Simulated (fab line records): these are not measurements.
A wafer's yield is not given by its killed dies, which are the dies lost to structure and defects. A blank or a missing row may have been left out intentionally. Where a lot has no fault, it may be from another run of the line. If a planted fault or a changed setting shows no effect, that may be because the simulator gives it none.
What tool caused it? / flow n5Finfet / Sampling: 24 lots, 72 wafers, 2 of 1938 route steps

WHAT EACH GAUGE READ, for each wafer
N5_BEOL_M12_OVL_MEAS_11.
lot=L074; measured=day 12 05:46; on=overlay-02; V11_OVL (nm)=-6 0 -12
lot=L075; measured=day 13 14:14; on=overlay-01; V11_OVL (nm)=3 9 6
lot=L076; measured=day 13 22:17; on=overlay-01; V11_OVL (nm)=-5 11 12
lot=L077; measured=day 14 03:34; on=overlay-02; V11_OVL (nm)=1 8 6
lot=L078; measured=day 14 12:52; on=overlay-02; V11_OVL (nm)=13 13 8
lot=L080; measured=day 14 20:16; on=overlay-01; V11_OVL (nm)=1 14 3
lot=L081; measured=day 14 23:30; on=overlay-01; V11_OVL (nm)=10 21 1
lot=L083; measured=day 15 01:53; on=overlay-01; V11_OVL (nm)=13 6 17
lot=L082; measured=day 15 09:06; on=overlay-01; V11_OVL (nm)=1 -6 1
lot=L084; measured=day 15 09:52; on=overlay-01; V11_OVL (nm)=5 -3 2
lot=L086; measured=day 15 21:31; on=overlay-02; V11_OVL (nm)=0 1 2
lot=L092; measured=day 15 22:34; on=overlay-01; V11_OVL (nm)=7 10 2
lot=L085; measured=day 16 01:22; on=overlay-01; V11_OVL (nm)=2 -5 0
lot=L088; measured=day 16 15:42; on=overlay-02; V11_OVL (nm)=6 5 -2
lot=L087; measured=day 16 22:19; on=overlay-01; V11_OVL (nm)=-6 1 -5
lot=L089; measured=day 16 22:29; on=overlay-01; V11_OVL (nm)=4 0 8
lot=L090; measured=day 17 03:41; on=overlay-02; V11_OVL (nm)=5 4 9
lot=L091; measured=day 17 03:55; on=overlay-01; V11_OVL (nm)=2 1 3
lot=L093; measured=day 17 08:50; on=overlay-01; V11_OVL (nm)=9 9 -2
lot=L097; measured=day 18 14:02; on=overlay-01; V11_OVL (nm)=8 6 13
lot=L096; measured=day 18 14:47; on=overlay-01; V11_OVL (nm)=10 11 0
lot=L079; measured=day 18 14:57; on=overlay-01; V11_OVL (nm)=9 10 9
lot=L094; measured=day 19 07:43; on=overlay-01; V11_OVL (nm)=1 -1 6
lot=L095; measured=day 19 12:49; on=overlay-01; V11_OVL (nm)=5 13 8

N5_BEOL_M12_CD_MEAS_28 targets a cd of 160.2 nm.
lot=L074; measured=day 12 06:39; on=cdSem-03; cdNm (nm)=159.8 161.2 161.5
lot=L075; measured=day 13 15:17; on=cdSem-02; cdNm (nm)=158.5 158.6 159.0
lot=L076; measured=day 13 23:18; on=cdSem-02; cdNm (nm)=160.3 160.1 161.1
lot=L077; measured=day 14 04:26; on=cdSem-01; cdNm (nm)=160.8 160.1 160.1
lot=L078; measured=day 14 13:46; on=cdSem-01; cdNm (nm)=160.4 161.4 160.0
lot=L080; measured=day 14 21:08; on=cdSem-03; cdNm (nm)=158.0 158.1 159.9
lot=L081; measured=day 15 00:23; on=cdSem-02; cdNm (nm)=158.5 158.8 161.3
lot=L083; measured=day 15 02:46; on=cdSem-02; cdNm (nm)=159.2 160.2 160.2
lot=L082; measured=day 15 10:07; on=cdSem-01; cdNm (nm)=159.4 158.0 159.0
lot=L084; measured=day 15 10:44; on=cdSem-02; cdNm (nm)=158.4 159.0 159.0
lot=L086; measured=day 15 22:34; on=cdSem-03; cdNm (nm)=159.0 160.6 159.0
lot=L092; measured=day 15 23:34; on=cdSem-02; cdNm (nm)=160.0 160.3 160.8
lot=L085; measured=day 16 02:15; on=cdSem-02; cdNm (nm)=158.3 159.0 158.1
lot=L088; measured=day 16 16:43; on=cdSem-02; cdNm (nm)=159.7 158.4 158.8
lot=L087; measured=day 16 23:12; on=cdSem-02; cdNm (nm)=162.5 160.1 160.3
lot=L089; measured=day 16 23:22; on=cdSem-02; cdNm (nm)=161.2 161.4 161.8
lot=L090; measured=day 17 04:34; on=cdSem-02; cdNm (nm)=159.8 159.0 157.8
lot=L091; measured=day 17 05:03; on=cdSem-01; cdNm (nm)=158.9 158.7 160.3
lot=L093; measured=day 17 09:50; on=cdSem-03; cdNm (nm)=160.9 159.9 161.2
lot=L097; measured=day 18 14:57; on=cdSem-01; cdNm (nm)=160.3 160.9 159.1
lot=L096; measured=day 18 15:40; on=cdSem-03; cdNm (nm)=157.9 159.6 158.3
lot=L079; measured=day 18 16:04; on=cdSem-01; cdNm (nm)=158.1 158.1 156.3
lot=L094; measured=day 19 08:42; on=cdSem-03; cdNm (nm)=159.1 159.3 157.8
lot=L095; measured=day 19 13:49; on=cdSem-03; cdNm (nm)=158.8 160.8 159.2

WHICH TOOL RAN EACH LOT (tool, then ch and the chambers of the sampled wafers, then the start)
Before these readings, the record contains no process step.

AS READ BY THE TOOLS THEMSELVES (means over the sampled wafers that have a number; for cases with no such wafer, the mark the record gives instead)
The record holds no such reading with a usual standard deviation.

THE ANSWER, worked out from the rows above alone
Rule: usual is defined by the lots themselves. The widest of any qualifying gaps counts: lots, ordered by their means at a reading, are off when they make up no more than a third of the lots, leave a main group of 4 or more, and stand apart from it by 3 or more times the standard deviation of that group's means. A main group is skipped when, at the precision printed for the reading in the tables above, its means are all equal. A lot without any number at a reading at which 4 lots or more have one is off too. The other lots that the step has rows for count as sound. First the gauges in route order, then the tools' own readings, where a lot's mean is used as printed above. The first step at which some lot is off is used, and at that step the reading that is off furthest; a lot without a number counts as furthest.
None of the lots is off at any reading shown; this tells nothing.

WHAT THE SIMULATOR HAD INSERTED
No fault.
